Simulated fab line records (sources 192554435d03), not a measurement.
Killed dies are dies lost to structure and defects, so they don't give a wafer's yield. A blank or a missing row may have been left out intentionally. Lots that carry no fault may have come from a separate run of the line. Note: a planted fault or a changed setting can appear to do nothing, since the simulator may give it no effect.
Chamber matching :: flow n5Finfet :: rieDiel-05 running N5_BEOL_M10_ETCH_65: 4 sister chambers
The step etches SiARC in CF4, target depth 39 nm, time 65 s. 16 wafers are shown with their chamber, then 8 later ones without.

EACH WAFER AND ITS CHAMBER
wafer: L077.1
chamber: 1
drypumpMotorCurrentA (A): 5.8
showerheadPlenumPTorr (Torr): 2.24
throttleValvePct (%): 15.79

wafer: L077.3
chamber: 0
drypumpMotorCurrentA (A): 6.6
showerheadPlenumPTorr (Torr): 2.11
throttleValvePct (%): 15.16

wafer: L077.5
chamber: 0
drypumpMotorCurrentA (A): 6.6
showerheadPlenumPTorr (Torr): 2.11
throttleValvePct (%): 15.17

wafer: L079.1
chamber: 3
drypumpMotorCurrentA (A): 5.7
showerheadPlenumPTorr (Torr): 2.25
throttleValvePct (%): 15.32

wafer: L079.3
chamber: 0
drypumpMotorCurrentA (A): 6.6
showerheadPlenumPTorr (Torr): 2.11
throttleValvePct (%): 15.17

wafer: L079.5
chamber: 2
drypumpMotorCurrentA (A): 5.1
showerheadPlenumPTorr (Torr): 2.20
throttleValvePct (%): 15.99

wafer: L082.2
chamber: 3
drypumpMotorCurrentA (A): 5.7
showerheadPlenumPTorr (Torr): 2.24
throttleValvePct (%): 15.33

wafer: L082.3
chamber: 0
drypumpMotorCurrentA (A): 6.6
showerheadPlenumPTorr (Torr): 2.11
throttleValvePct (%): 15.18

wafer: L082.5
chamber: 0
drypumpMotorCurrentA (A): 6.6
showerheadPlenumPTorr (Torr): 2.11
throttleValvePct (%): 15.18

wafer: L085.2
chamber: 2
drypumpMotorCurrentA (A): 5.1
showerheadPlenumPTorr (Torr): 2.19
throttleValvePct (%): 15.54

wafer: L085.3
chamber: 0
drypumpMotorCurrentA (A): 6.6
showerheadPlenumPTorr (Torr): 2.10
throttleValvePct (%): 15.21

wafer: L085.4
chamber: 3
drypumpMotorCurrentA (A): 5.7
showerheadPlenumPTorr (Torr): 2.24
throttleValvePct (%): 15.36

wafer: L089.1
chamber: 3
drypumpMotorCurrentA (A): 5.7
showerheadPlenumPTorr (Torr): 2.24
throttleValvePct (%): 15.37

wafer: L089.2
chamber: 0
drypumpMotorCurrentA (A): 6.6
showerheadPlenumPTorr (Torr): 2.10
throttleValvePct (%): 15.23

wafer: L089.3
chamber: 1
drypumpMotorCurrentA (A): 5.7
showerheadPlenumPTorr (Torr): 2.23
throttleValvePct (%): 15.86

wafer: L094.2
chamber: 2
drypumpMotorCurrentA (A): 5.1
showerheadPlenumPTorr (Torr): 2.19
throttleValvePct (%): 15.55

SIGNATURES, as means of the wafers listed above
reading: drypumpMotorCurrentA
chamber 0: 6.600
chamber 1: 5.750
chamber 2: 5.100
chamber 3: 5.700
scatter within a chamber: 0.0204

reading: showerheadPlenumPTorr
chamber 0: 2.1071
chamber 1: 2.2350
chamber 2: 2.1933
chamber 3: 2.2425
scatter within a chamber: 0.00528

reading: throttleValvePct
chamber 0: 15.1857
chamber 1: 15.8250
chamber 2: 15.6933
chamber 3: 15.3450
scatter within a chamber: 0.108
Rule: for a wafer and a chamber, the distance is found by dividing, reading by reading, the gap between the wafer's reading and the chamber's mean by the reading's scatter, squaring, summing and taking the root. The wafer belongs to the nearest chamber; if the next one is less than 2 further off, it can't be placed. The scatter: take each reading less its chamber's mean, square it, sum over the shown wafers, divide by the number of wafers less the number of chambers, and take the root.

WAFERS WITHOUT THEIR CHAMBER
wafer: L094.5
drypumpMotorCurrentA (A): 5.8
showerheadPlenumPTorr (Torr): 2.23
throttleValvePct (%): 15.86

wafer: L094.6
drypumpMotorCurrentA (A): 6.6
showerheadPlenumPTorr (Torr): 2.10
throttleValvePct (%): 15.24

wafer: L096.4
drypumpMotorCurrentA (A): 5.8
showerheadPlenumPTorr (Torr): 2.22
throttleValvePct (%): 15.87

wafer: L096.5
drypumpMotorCurrentA (A): 5.7
showerheadPlenumPTorr (Torr): 2.23
throttleValvePct (%): 15.40

wafer: L096.6
drypumpMotorCurrentA (A): 5.1
showerheadPlenumPTorr (Torr): 2.19
throttleValvePct (%): 15.56

wafer: L097.1
drypumpMotorCurrentA (A): 6.6
showerheadPlenumPTorr (Torr): 2.09
throttleValvePct (%): 15.25

wafer: L097.2
drypumpMotorCurrentA (A): 5.1
showerheadPlenumPTorr (Torr): 2.19
throttleValvePct (%): 15.56

wafer: L097.6
drypumpMotorCurrentA (A): 5.7
showerheadPlenumPTorr (Torr): 2.23
throttleValvePct (%): 15.39

CHAMBER TAKEN BY EACH
wafer: L094.5
from the rows above: 1
in truth: 1

wafer: L094.6
from the rows above: 0
in truth: 0

wafer: L096.4
from the rows above: 1
in truth: 1

wafer: L096.5
from the rows above: 3
in truth: 3

wafer: L096.6
from the rows above: 2
in truth: 2

wafer: L097.1
from the rows above: 0
in truth: 0

wafer: L097.2
from the rows above: 2
in truth: 2

wafer: L097.6
from the rows above: 3
in truth: 3
Correctly placed: 8 of 8. Not placeable from these rows: 0. Wrongly placed: 0.
